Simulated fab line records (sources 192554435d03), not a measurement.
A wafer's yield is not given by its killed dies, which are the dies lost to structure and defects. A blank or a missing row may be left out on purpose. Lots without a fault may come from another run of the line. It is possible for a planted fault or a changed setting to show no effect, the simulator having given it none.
Matching of chambers	flow n5Finfet	N5_BEOL_M0_SAQP_SPACER1_ETCHBACK_99 on rieDiel-06: 4 sister chambers
The step etches SiO2 in CHF3/O2, target depth 15.4 nm, time 7.7 s. 15 wafers are shown with their chamber, then 7 later ones without.

## EACH WAFER AND ITS CHAMBER
wafer	chamber	showerheadPlenumPTorr (Torr)	throttleValvePct (%)	oesProductAu (a.u.)
L550.1	1	2.29	19.15	0.72
L550.2	2	2.24	18.76	0.82
L550.6	1	2.29	19.15	0.72
L554.2	3	2.56	18.49	0.91
L554.5	2	2.23	18.78	0.81
L554.6	1	2.29	19.15	0.70
L556.6	2	2.23	18.76	0.80
L560.3	1	2.29	19.16	0.69
L560.4	3	2.56	18.49	0.88
L560.5	0	2.36	18.84	0.94
L564.2	2	2.23	18.79	0.79
L564.3	0	2.36	18.87	0.92
L564.6	3	2.55	18.50	0.87
L566.1	0	2.36	18.86	0.93
L566.2	3	2.55	18.53	0.88

SIGNATURES (averages over the wafers above)
reading	chamber 0	chamber 1	chamber 2	chamber 3	scatter within a chamber
showerheadPlenumPTorr	2.3600	2.2900	2.2325	2.5550	0.00399
throttleValvePct	18.8567	19.1525	18.7725	18.5025	0.0144
oesProductAu	0.9300	0.7075	0.8050	0.8850	0.0144
Rule: for a wafer and a chamber, the distance is found by dividing, reading by reading, the gap between the wafer's reading and the chamber's mean by the reading's scatter, squaring, summing and taking the root. The wafer belongs to the nearest chamber; if the next one is less than 2 further off, it can't be placed. The scatter: take each reading less its chamber's mean, square it, sum over the shown wafers, divide by the number of wafers less the number of chambers, and take the root.

## WAFERS MISSING THEIR CHAMBER
wafer	showerheadPlenumPTorr (Torr)	throttleValvePct (%)	oesProductAu (a.u.)
L566.3	2.23	18.80	0.80
L571.2	2.28	19.22	0.69
L571.3	2.35	18.89	0.90
L571.5	2.28	19.21	0.69
L573.3	2.55	18.54	0.86
L573.5	2.55	18.53	0.86
L573.6	2.22	18.81	0.78

## EACH ONE'S CHAMBER
wafer	from the rows above	in truth
L566.3	2	2
L571.2	1	1
L571.3	0	0
L571.5	1	1
L573.3	3	3
L573.5	3	3
L573.6	2	2
7 of 7 placed correctly. Left unplaced by these rows: 0. Wrongly placed: 0.
